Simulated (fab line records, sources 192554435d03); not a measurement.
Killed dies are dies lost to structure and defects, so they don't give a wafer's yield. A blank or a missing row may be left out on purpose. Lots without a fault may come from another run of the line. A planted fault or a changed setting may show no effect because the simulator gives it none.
A struck lot beside a sound one | flow n5_finfet | 16 steps out of a route of 1938
Sound: wafers L680.1, L680.5, L680.6. Struck: wafers L671.2, L671.4, L671.6. The cause comes at the end.
At each step with rows: each side's tool, then ch and its chambers, then its first start. Under that, the readings that differ: sound wafers | struck wafers | difference of the means | sigmas: that difference in standard deviations of wafers without a fault.
alike: readings whose means differ by less than 2 such deviations, and words and numbers that are the same on both sides. not compared: withheld readings, readings that some wafer has no value for, bounds like >300 that may hide the same value, and numbers for which the record gives no deviation and whose values overlap.
The two part at a step that has a row with sigmas, a row that says differs or no value, or rows on one side only. Numbers that don't overlap but have no deviation are shown without sigmas and don't part them. A reading that every wafer of one side lacks parts them only if that side has two wafers or more.

first, 10 steps without rows for these wafers: N5_BEOL_M4_DESCUM_33 (chemistry O2, time 7 s); N5_BEOL_M4_ETCH_77 (etches underlayer in N2/H2, target depth 6.5 nm, time 5.2 s); N5_BEOL_M4_ETCH_69 (etches SiARC in CF4, target depth 15.6 nm, time 26 s); N5_BEOL_M4_ALD_98 (deposits SiO2, target thk 2.5 nm, pulse time 1 s, co reactant pulse time 1 s); N5_BEOL_M4_ETCHBACK_99 (etches SiO2 in CHF3, target depth 5 nm, time 10.4 s); N5_BEOL_M4_ETCH_70 (etches SOC in N2/H2, target depth 80 nm, overetch 24 nm, time 130 s); N5_BEOL_M4_STRIP_71 (strips in N2/H2); N5_BEOL_M4_STRIP_78 (strips in N2/H2); N5_BEOL_M4_VIA_ETCH_34 (etches the open film in C4F6/O2, target depth 69.4 nm, time 65.9 s); N5_BEOL_M4_STRIP_83 (strips in C4F6/O2).
N5_BEOL_M4_STRIP_36: strips in N2/H2.
  sound on rie_diel-01 ch 0,1,2, day 13 02:43; struck on rie_diel-05 ch 1,2, day 10 09:22
  no value came back on the struck wafers for any of 7 readings (bias_power_w (W), chamber_pressure_mTorr (mTorr) and others); on the sound wafers bias_power_w (W) reads 6.989 7.009 7.004
  reading                                  | sound | struck       | difference | sigmas
  model.SOC_of_BEOL_M4_COAT_67.thk_nm (nm) | 0 0 0 | 51.4 51.6 52 | +51.7      |
  not compared: rf_hours_counter_h
then, 1 step without rows for these wafers: N5_BEOL_M4_TRENCH_ETCH_37 (etches SiOC in C4F6/O2, target depth 55.555 nm, time 29.2 s).
N5_BEOL_M4_ETCH_41: etches SiCN in CH3F/O2, target depth 29.9 nm, time 52.5 s.
  sound on rie_diel-01 ch 0,1,2; struck on rie_diel-05 ch 1,2, day 10 09:26
  reading                                  | sound | struck         | difference | sigmas
  model.SOC_of_BEOL_M4_COAT_67.thk_nm (nm) | 0 0 0 | 34.6 35.2 35.4 | +35.1      |
  alike: O2_flow_sccm, drypump_motor_current_A, oes_product_au, rf_vpp_V, showerhead_plenum_p_Torr, throttle_valve_pct
  not compared: rf_hours_counter_h
then, 1 step without rows for these wafers: N5_BEOL_M4_STRIP_97 (strips in N2/H2, time 10 s).
N5_BEOL_M4_RC_MEAS_101:
  the record has rows for the sound wafers here (prober-02 ch 0, day 13 08:35) and none for the struck ones
-- the record jumps here: 5 days lie between the struck wafers' starts before and after (it left off in module BEOL_M4 and takes up again in module PASSIVATION, whose first step shown is number 1936 of the route) --
N5_PASSIVATION_PROBE_49:
  sound on prober-01, day 18 06:53; struck on prober-01, day 15 07:37
  reading                  | sound          | struck         | difference | sigmas
  defect_limited_yield (%) | 90.0 91.7 94.4 | 0 0 0          | -92        | -66
  killed_at_M4_up          | 11 16 12       | 1108 1101 1114 | +1095      | +99 or more
  killed_at_contacts       | 9 5 10         | 25 25 19       | +15        | +2
  killed_dies              | 118 98 66      | 1180 1180 1180 | +1086      | +64
  killed_on_rim            | 11 11 12       | 152 152 152    | +141       | +33
  sort_bin_5_function (%)  | 6.6 4.7 3.9    | 96.9 97.5 97.4 | +92.2      | +94
  sort_n_pass              | 1062 1082 1114 | 0 0 0          | -1086      | -52
  sort_yield_pct (%)       | 90.0 91.7 94.4 | 0 0 0          | -92        | -54
  alike: killed_at_M0_to_M3, killed_at_front_end, killed_at_other, killed_open, killed_short, sort_bin_6_memory

WHERE THEY PART
First at N5_BEOL_M4_STRIP_36; last, within this record, at N5_PASSIVATION_PROBE_49.

WHY: what the simulator had put in
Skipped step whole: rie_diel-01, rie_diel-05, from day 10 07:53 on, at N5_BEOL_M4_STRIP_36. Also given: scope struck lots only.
